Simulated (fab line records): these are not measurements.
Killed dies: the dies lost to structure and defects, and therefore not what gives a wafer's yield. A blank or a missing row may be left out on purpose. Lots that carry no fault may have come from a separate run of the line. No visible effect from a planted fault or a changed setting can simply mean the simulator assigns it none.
Matching of chambers    flow n5_finfet    rie_diel-06 running N5_BEOL_M8_ETCH_61: 4 sister chambers
The step etches SiARC in CF4, target depth 45.5 nm, time 75.8 s. 14 wafers are shown with their chamber, then 7 later ones without.

== WAFERS WITH THEIR CHAMBER ==
wafer   chamber  showerhead_plenum_p_Torr (Torr)  drypump_motor_current_A (A)  throttle_valve_pct (%)
L076.1  1        2.09                             5.61                         15.43
L076.4  0        2.26                             5.59                         15.64
L076.5  0        2.26                             5.60                         15.64
L078.1  1        2.09                             5.61                         15.45
L078.2  2        2.27                             5.75                         15.27
L078.3  3        2.19                             5.27                         15.08
L082.4  0        2.25                             5.55                         15.66
L082.5  0        2.25                             5.57                         15.66
L082.6  3        2.19                             5.25                         15.10
L086.2  0        2.25                             5.56                         15.69
L086.3  1        2.09                             5.59                         15.48
L086.4  3        2.19                             5.28                         15.13
L088.2  1        2.08                             5.61                         15.50
L088.5  0        2.25                             5.60                         15.72

SIGNATURES, as means of the wafers listed above
reading                   chamber 0  chamber 1  chamber 2  chamber 3  scatter within a chamber
showerhead_plenum_p_Torr  2.2533     2.0875     2.2700     2.1900     0.00456
drypump_motor_current_A   5.5783     5.6050     5.7500     5.2667     0.0175
throttle_valve_pct        15.6683    15.4650    15.2700    15.1033    0.0301
Rule: a wafer's distance from a chamber is the root of the sum, over the readings, of the square of ((its reading less the chamber's mean) divided by the reading's scatter). If the next closest chamber is less than 2 further off than the closest, the wafer can't be placed; otherwise it belongs to the closest. How the scatter is found: for the shown wafers, subtract from each reading the mean of its chamber, square and add these, divide the total by (wafers less chambers), then take the root.

== WAFERS WITHOUT THEIR CHAMBER ==
wafer   showerhead_plenum_p_Torr (Torr)  drypump_motor_current_A (A)  throttle_valve_pct (%)
L088.6  2.08                             5.62                         15.50
L095.1  2.25                             5.74                         15.36
L095.4  2.24                             5.58                         15.75
L095.5  2.18                             5.25                         15.16
L097.1  2.24                             5.58                         15.71
L097.5  2.25                             5.76                         15.38
L097.6  2.18                             5.27                         15.18

== CHAMBER TAKEN BY EACH ==
wafer   from the rows above  in truth
L088.6  1                    1
L095.1  2                    2
L095.4  0                    0
L095.5  3                    3
L097.1  0                    0
L097.5  2                    2
L097.6  3                    3
Placed correctly: 7 of 7. Not placeable from these rows: 0. Number placed wrongly: 0.
